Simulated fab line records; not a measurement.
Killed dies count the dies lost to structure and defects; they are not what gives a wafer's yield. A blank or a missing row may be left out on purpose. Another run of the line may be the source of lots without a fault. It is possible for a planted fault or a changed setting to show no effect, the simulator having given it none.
Chamber matching ; flow n5-finfet ; rie-diel-05 running N5_FIN_CUT_ETCH_20: 4 sister chambers
The step etches SiARC in CF4, target depth 26 nm, time 43.3 s. 4 wafers are shown with their chamber, then 7 later ones without.

## EACH WAFER AND ITS CHAMBER
wafer;chamber;showerhead-plenum-p-Torr (Torr)
L089.4;1;2.05
L089.6;0;2.26
L094.2;3;2.03
L094.3;2;2.10

## WAFERS WHOSE CHAMBER IS MISSING
wafer;showerhead-plenum-p-Torr (Torr)
L094.5;2.26
L095.1;2.05
L095.4;2.03
L095.6;2.26
L096.2;2.10
L096.4;2.25
L096.5;2.05

## WHICH CHAMBER EACH ONE RAN IN
wafer;from the rows above;in truth
L094.5;0;0
L095.1;1;1
L095.4;3;3
L095.6;0;0
L096.2;2;2
L096.4;0;0
L096.5;1;1
Placed correctly: 7 of 7. Left unplaced by these rows: 0. Placed wrongly: 0.
How it was worked out, from the rows above alone: a wafer's distance from a chamber is the root of the sum, over the readings, of the square of ((its reading less the chamber's mean) divided by the reading's scatter). The wafer belongs to the nearest chamber; if the next one is less than 2 further off, it can't be placed. The mean given for a chamber averages the wafers shown for that chamber. The scatter: root of mean squared gap, hidden wafer to nearest shown wafer, with one shown wafer a chamber.
